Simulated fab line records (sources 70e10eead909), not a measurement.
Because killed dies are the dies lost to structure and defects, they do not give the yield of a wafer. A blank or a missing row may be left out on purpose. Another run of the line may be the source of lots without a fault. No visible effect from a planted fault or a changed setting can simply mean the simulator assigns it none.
Which of the tools did it?    flow nand_harc    36 wafers from 12 lots sampled at 2 of the route's 1159 steps

== WHAT EACH GAUGE READ, for each wafer ==
NHARC_A_CHANNEL_HOLE_D1_CD_MEAS_30.
lot   measured      on         cd_nm (nm)
L074  day 9 01:14   cd_sem-03  89.6 90.0 90.1
L078  day 9 11:10   cd_sem-01  87.4 89.0 89.7
L079  day 9 19:43   cd_sem-01  89.5 90.4 90.9
L081  day 10 00:46  cd_sem-01  89.7 88.8 90.3
L084  day 11 02:40  cd_sem-03  91.0 91.6 90.5
L086  day 12 06:41  cd_sem-02  90.2 90.6 89.7
L087  day 12 10:49  cd_sem-03  89.4 89.2 88.7
L089  day 12 16:59  cd_sem-01  89.2 88.7 89.3
L090  day 12 21:08  cd_sem-03  88.7 90.4 88.9
L092  day 13 01:18  cd_sem-01  90.1 89.9 89.6
L095  day 13 10:46  cd_sem-03  88.0 90.0 87.8
L097  day 14 07:44  cd_sem-02  89.2 89.0 89.1

== EACH LOT AND THE TOOL THAT RAN IT (in order: tool; ch and the chambers of the sampled wafers; start) ==
lot   NHARC_A_CHANNEL_HOLE_D1_ETCH_25
L074  har_etch-01 ch 0,1, day 8 23:03
L078  har_etch-01 ch 0,1, day 9 08:23
L079  har_etch-01 ch 0,1, day 9 16:45
L081  har_etch-02 ch 0,1, day 9 22:25
L084  har_etch-02 ch 0, day 11 00:03
L086  har_etch-02 ch 0,1, day 12 04:04
L087  har_etch-02 ch 0,1, day 12 08:29
L089  har_etch-01 ch 0,1, day 12 14:31
L090  har_etch-01 ch 0,1, day 12 18:40
L092  har_etch-01 ch 0, day 12 22:40
L095  har_etch-02 ch 1, day 13 08:08
L097  har_etch-02 ch 0,1, day 14 05:07
- NHARC_A_CHANNEL_HOLE_D1_ETCH_25: etches the open film in C4F8/O2/Ar, time 1040.2 s, target depth 1500 nm.

== THE ANSWER, worked out from the rows above alone ==
Rule: the lots themselves supply what counts as usual. Put in order of their means at a reading, lots are off if they are a third of the lots or fewer, leave a main group of 4 or more, and stand apart from it by a gap of 3 or more times the standard deviation of the main group's means; of several such gaps the widest counts. A main group is skipped when, at the precision printed for the reading in the tables above, its means are all equal. Also off: a lot with no number at a reading for which 4 or more lots have one. Where the step has rows for the other lots, those lots are counted as sound.
Nothing can be told from this: no lot is off at any reading shown.

== WHAT WAS PUT IN BY THE SIMULATOR ==
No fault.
